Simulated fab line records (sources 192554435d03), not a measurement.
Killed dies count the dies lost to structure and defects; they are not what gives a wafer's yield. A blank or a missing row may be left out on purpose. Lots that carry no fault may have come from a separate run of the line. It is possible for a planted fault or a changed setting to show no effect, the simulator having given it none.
A lot that was struck, set against a sound lot / flow n5 finfet / 16 out of 1938 route steps
Sound: wafers L378.1, L378.5, L378.6. Struck: wafer L384.1. (L384.6 of the same lot was not struck and is left out.) The cause comes at the end.
For every step that has rows: the tool of each side, followed by ch and its chambers, followed by its first start. Under that, the readings that differ: sound wafers / struck wafers / difference of the means / sigmas: that difference in standard deviations of wafers without a fault.
alike: readings whose means differ by less than 2 such deviations, and words and numbers that are the same on both sides. not compared: withheld readings, readings that some wafer has no value for, bounds like >300 that may hide the same value, and numbers for which the record gives no deviation and whose values overlap.
Wherever a step has rows on one side only, a row that says differs or no value, or a row with sigmas, the two part there. Numbers that don't overlap but have no deviation are shown without sigmas and don't part them. Lack of a reading on every wafer of one side parts them only where that side has two or more wafers.

first, 3 steps without rows for these wafers: N5_FIN_SAQP_STRIP_53 (strips in N2/H2); N5_FIN_SAQP_HM_OPEN_73 (chemistry CHF3/O2, target SiO2, stops on a-Si, target depth 12 nm, time 16.8 s); N5_FIN_SAQP_STRIP_74 (strips in CHF3/O2).
N5_FIN_SAQP_MANDREL_ETCH_22: etches a-Si in HBr/Cl2, stops on SiNx, target depth 60 nm, bt time 10 s, time 30 s.
  sound on rie si-04 ch 0,1, day 3 09:58; struck on rie si-04 ch 1, day 4 22:41
  alike: drypump motor current A, oes product au, throttle valve pct
  not compared: rf hours counter h
N5_FIN_SAQP_STRIP_55: strips in N2/H2.
  sound on rie diel-04 ch 1,2, day 3 10:04; struck on rie diel-04 ch 3, day 4 22:47
  alike: drypump motor current A, h2 flow sccm, oes product au, rf vpp V, showerhead plenum p Torr, throttle valve pct
  not compared: rf hours counter h
then, 3 steps without rows for these wafers: N5_FIN_SAQP_STRIP_23 (strips in SPM, time 750 s); N5_FIN_SAQP_SRD_66 (time 30 s); N5_FIN_SAQP_RECESS_75 (chemistry HF/NH3, target SiO2, target depth 14.4 nm, afs cycles 3, sublimation time 60 s).
N5_FIN_SAQP_SPACER1_ALD_24: deposits SiO2, target thk 20.3 nm, pulse time 1 s, purge time 2 s.
  sound on ald sin-04 ch 2,3, day 3 10:46; struck on ald sin-04 ch 0, day 5 00:28
  alike: heater power w, precursor pulse height rel
  not compared: since wet clean h
then, 1 step without rows for these wafers: N5_FIN_SAQP_SPACER1_ETCHBACK_25 (etches SiO2 in CHF3/O2, target depth 24.4 nm, time 12.2 s).
N5_FIN_SAQP_MANDREL1_REMOVE_56: chemistry HBr/Cl2/O2, target a-Si, stops on SiNx, bt time 10 s.
  sound on rie si-02 ch 1,2, day 3 11:35; struck on rie si-04 ch 0, day 5 01:16
  alike: drypump motor current A, oes product au, throttle valve pct
  not compared: rf hours counter h
N5_FIN_SAQP_CD_MEAS_27 targets a cd of 20 nm.
  sound on cd sem-02 ch 0, day 3 11:41; struck on cd sem-01 ch 0, day 5 01:23
  alike: cd nm
N5_FIN_SAQP_ETCH_57: etches SiNx in CH3F/O2, target depth 32.5 nm, time 46.4 s.
  sound on rie diel-02 ch 1,2, day 3 11:44; struck on rie diel-01 ch 1, day 5 01:34
reading=etch rf on time s (s); sound=46.7 46.9 46.1; struck=85.1; difference=+38.5; sigmas=+30
reading=oes product au (a.u.); sound=0.59 0.58 0.75; struck=0.43; difference=-0.21; sigmas=-2
  alike: drypump motor current A, rf vpp V, showerhead plenum p Torr, throttle valve pct
  not compared: rf hours counter h
N5_FIN_SAQP_ETCH_65: etches SiO2 in CF4, target depth 4 nm, time 4.4 s.
  sound on rie si-04 ch 1,2, day 3 11:51; struck on rie si-01 ch 3, day 5 01:41
reading=oes product au (a.u.); sound=1.032 1.032 1.041; struck=0.945; difference=-0.090; sigmas=-3
  alike: drypump motor current A, throttle valve pct
  not compared: rf hours counter h
-- a jump in the record: the struck wafers' starts before and after are 6 days apart (it breaks off in module FIN_SAQP and resumes in module BEOL_M4, where the first step shown is number 1111 of the route) --
N5_BEOL_M4_RC_MEAS_101:
  sound on prober-02 ch 0, day 9 08:48; struck on prober-02 ch 0, day 11 08:16
reading=DIBL_P (mV/V); sound=38.3 40.2 38.9; struck=32.0; difference=-7.1; sigmas=-2
reading=IOFF_N (nA/um); sound=0.19 0.23 0.19; struck=0.12; difference=-0.08; sigmas=-2
reading=IOFF_P (nA/um); sound=0.26 0.30 0.28; struck=0.16; difference=-0.12; sigmas=-3
reading=SS_P (mV/dec); sound=75.0 75.2 75.3; struck=72.1; difference=-3.1; sigmas=-3
  alike: DIBL_N, ION_N, ION_P, SS_N, VT_N, VT_P
-- the record jumps here: 4 days lie between the struck wafers' starts before and after (it left off in module BEOL_M4 and takes up again in module PASSIVATION, whose first step shown is number 1936 of the route) --
N5_PASSIVATION_PROBE_49:
  sound on prober-01, day 13 23:28; struck on prober-02, day 15 16:43
reading=defect limited yield (%); sound=88.9 91.4 89.2; struck=93.1; difference=+3.3; sigmas=+2
reading=killed dies; sound=131 102 128; struck=82; difference=-38; sigmas=-2
reading=sort_bin_6_memory (%); sound=4.0 2.5 4.9; struck=1.8; difference=-2.0; sigmas=-3
  alike: killed_at_M0_to_M3, killed_at_M4_up, killed at contacts, killed at front end, killed at other, killed open, killed short, sort_bin_5_function, sort_bin_8_speed, sort n pass, sort yield pct

## WHERE THEY PART
Last at N5_PASSIVATION_PROBE_49 as far as this record goes, first at N5_FIN_SAQP_ETCH_57.

WHY: the cause the simulator had injected
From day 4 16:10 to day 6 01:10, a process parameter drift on rie diel-01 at N5_FIN_SAQP_ETCH_57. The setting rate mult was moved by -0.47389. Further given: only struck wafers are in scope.
